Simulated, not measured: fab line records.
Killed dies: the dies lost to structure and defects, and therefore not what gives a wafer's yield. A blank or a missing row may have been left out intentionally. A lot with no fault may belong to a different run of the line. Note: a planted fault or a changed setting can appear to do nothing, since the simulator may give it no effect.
Which tool was responsible?    flow nandHarc    18 wafers from 6 lots sampled at 4 of the route's 1302 steps

WHAT THE GAUGES SHOWED, per wafer
NHARC_END_SORT_01.
lot   measured      on         killedAtOther
L904  day 25 12:43  prober-01  0 0 0
L913  day 29 21:21  prober-01  0 0 2
L916  day 31 16:26  prober-01  0 0 0
L923  day 35 09:43  prober-01  1 0 0

WHAT TOOL EACH LOT RAN ON (gives the tool, then ch and the chambers of the sampled wafers, and finally the start)
lot   NHARC_A_WL_FILL_CVD_03        NHARC_A_WL_FILL_STRIP_27             NHARC_A_WL_FILL_CVD_23
L904  cvdW-02 ch 0,1, day 21 07:46  plasmaAsher-02 ch 0,1, day 21 08:32  lpcvdPoly-02 ch 0, day 21 21:07
L909  cvdW-01 ch 0,1, day 22 22:28  plasmaAsher-02 ch 0,1, day 22 23:10  lpcvdPoly-03 ch 0, day 23 12:00
L911  cvdW-02 ch 0,1, day 24 05:59  plasmaAsher-01 ch 0,1, day 24 06:41  lpcvdPoly-02 ch 0, day 24 19:34
L913  cvdW-01 ch 0,1, day 24 10:53  plasmaAsher-02 ch 0,1, day 24 11:36  lpcvdPoly-02 ch 0, day 26 11:28
L916  cvdW-01 ch 0,1, day 26 09:07  plasmaAsher-01 ch 0,1, day 26 09:52  lpcvdPoly-02 ch 0, day 28 05:32
L923  cvdW-02 ch 0,1, day 29 19:20  plasmaAsher-01 ch 0,1, day 29 20:40  lpcvdPoly-01 ch 0, day 30 10:34
- NHARC_A_WL_FILL_CVD_03: deposits W, target thk 40 nm, time 279 s.
- NHARC_A_WL_FILL_STRIP_27: strips in N2/H2, time 20 s.
- NHARC_A_WL_FILL_CVD_23: deposits poly-Si, target thk 40 nm, time 800 s.

THE ANSWER, worked out from the rows above alone
Rule: usual is defined by the lots themselves. Put in order of their means at a reading, lots are off if they are a third of the lots or fewer, leave a main group of 4 or more, and stand apart from it by a gap of 3 or more times the standard deviation of the main group's means; of several such gaps the widest counts. If all means in a main group match to the digits the tables above print for the reading, that group is not used. Also off: a lot with no number at a reading for which 4 or more lots have one. Where the step has rows for the other lots, those lots are counted as sound.
Across all readings shown, no lot is off: no conclusion can be drawn from this.

WHAT THE SIMULATOR HAD INSERTED
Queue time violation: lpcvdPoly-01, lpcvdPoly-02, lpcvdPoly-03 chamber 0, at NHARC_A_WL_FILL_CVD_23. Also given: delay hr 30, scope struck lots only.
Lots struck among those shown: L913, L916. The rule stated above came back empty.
